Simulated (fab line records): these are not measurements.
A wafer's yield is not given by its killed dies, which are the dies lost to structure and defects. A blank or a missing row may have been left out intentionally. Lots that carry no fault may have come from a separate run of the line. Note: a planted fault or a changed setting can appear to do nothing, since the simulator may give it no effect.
Which tool did it?    flow nand_harc    14 lots, 39 wafers sampled, at 1 step of a route of 1302

WHAT THE GAUGES SHOWED, per wafer
NHARC_P_GATE_CD_MEAS_11: the cd target is 1640 nm.
lot   measured      on         cd_nm (nm)
L835  day 4 18:59   cd_sem-01  1639.9 1641.1 1640.8
L836  day 5 01:52   cd_sem-01  1639.3 1637.5 1638.6
L837  day 5 08:04   cd_sem-02  1640.2 1640.1 1641.1
L838  day 5 15:11   cd_sem-01  1636.3 1639.1 1636.9
L839  day 5 20:52   cd_sem-03  1641.3 1641.6 1642.2
L840  day 6 10:48   cd_sem-02  1641.8 1641.1 1640.3
L841  day 6 20:03   cd_sem-01  1639.6 1640.3 1639.6
L842  day 7 07:32   cd_sem-01  1639.9 1637.6 1637.7
L843  day 7 19:27   cd_sem-03  1640.0 1641.0 1642.7
L844  day 8 02:40   cd_sem-01  1640.1 1641.3 1640.9
L845  day 8 14:59   cd_sem-03  1640.1 1640.6 1639.9
L852  day 11 04:40  cd_sem-02  1641.5
L853  day 12 02:46  cd_sem-03  1640.6 1640.2
L858  day 13 21:44  cd_sem-03  1639.4 1639.8 1640.9

WHAT TOOL EACH LOT RAN ON (gives the tool, then ch and the chambers of the sampled wafers, and finally the start)
There is no process step in the record ahead of these readings.

AS READ BY THE TOOLS THEMSELVES (means over the sampled wafers that have a number; for cases with no such wafer, the mark the record gives instead)
The record holds no such reading with a usual standard deviation.

THE ANSWER, worked out from the rows above alone
Rule: usual is defined by the lots themselves. Put in order of their means at a reading, lots are off if they are a third of the lots or fewer, leave a main group of 4 or more, and stand apart from it by a gap of 3 or more times the standard deviation of the main group's means; of several such gaps the widest counts. If all means in a main group match to the digits the tables above print for the reading, that group is not used. Also off: a lot with no number at a reading for which 4 or more lots have one. Any other lot the step has rows for is counted as sound. First the gauges in route order, then the tools' own readings, where a lot's mean is used as printed above. The first step at which some lot is off is used, and at that step the reading that is off furthest; a lot without a number counts as furthest.
Nothing can be told from this: no lot is off at any reading shown.

WHAT WAS PUT IN BY THE SIMULATOR
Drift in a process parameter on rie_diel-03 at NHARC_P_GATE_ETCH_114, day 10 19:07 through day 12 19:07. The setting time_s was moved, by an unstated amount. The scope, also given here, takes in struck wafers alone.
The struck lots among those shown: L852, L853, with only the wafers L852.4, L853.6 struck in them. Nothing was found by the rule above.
